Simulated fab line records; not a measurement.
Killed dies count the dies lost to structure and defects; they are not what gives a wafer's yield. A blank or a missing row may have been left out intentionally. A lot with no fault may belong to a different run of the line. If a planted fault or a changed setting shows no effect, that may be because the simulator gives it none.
Matching of chambers | flow nand harc | NHARC_A_STAIRCASE_STRIP_476 on rie diel-13 has 4 sister chambers
The step strips in O2, time 20 s. 8 wafers are shown with their chamber, then 9 later ones without.

== WAFERS PAIRED WITH THEIR CHAMBERS ==
wafer  | chamber | showerhead plenum p Torr (Torr) | oes product au (a.u.)
L077.1 | 3       | 3.58                            | 0.992
L081.3 | 0       | 3.67                            | 0.995
L083.3 | 1       | 3.36                            | 0.989
L083.5 | 3       | 3.57                            | 0.992
L083.6 | 2       | 3.49                            | 1.030
L084.3 | 2       | 3.49                            | 1.021
L084.4 | 0       | 3.67                            | 0.997
L084.6 | 1       | 3.36                            | 0.989

== WAFERS WHOSE CHAMBER IS MISSING ==
wafer  | showerhead plenum p Torr (Torr) | oes product au (a.u.)
L085.1 | 3.49                            | 1.033
L085.5 | 3.67                            | 1.003
L085.6 | 3.57                            | 1.001
L090.2 | 3.66                            | 0.982
L090.4 | 3.48                            | 0.994
L090.5 | 3.66                            | 0.975
L091.1 | 3.48                            | 1.002
L091.3 | 3.35                            | 0.997
L091.4 | 3.66                            | 0.979

== CHAMBER TAKEN BY EACH ==
wafer  | from the rows above | in truth
L085.1 | 2                   | 2
L085.5 | 0                   | 0
L085.6 | 3                   | 3
L090.2 | 0                   | 0
L090.4 | 2                   | 2
L090.5 | 0                   | 0
L091.1 | 2                   | 2
L091.3 | 1                   | 1
L091.4 | 0                   | 0
Correct placement for 9 of the 9. Can't be placed from these rows: 0. Wrongly placed: 0.
How it was worked out, from the rows above alone: a wafer's distance from a chamber is the root of the sum, over the readings, of the square of ((its reading less the chamber's mean) divided by the reading's scatter). The wafer belongs to the nearest chamber; if the next one is less than 2 further off, it can't be placed. The mean given for a chamber averages the wafers shown for that chamber. How the scatter is found: for the shown wafers, subtract from each reading the mean of its chamber, square and add these, divide the total by (wafers less chambers), then take the root.
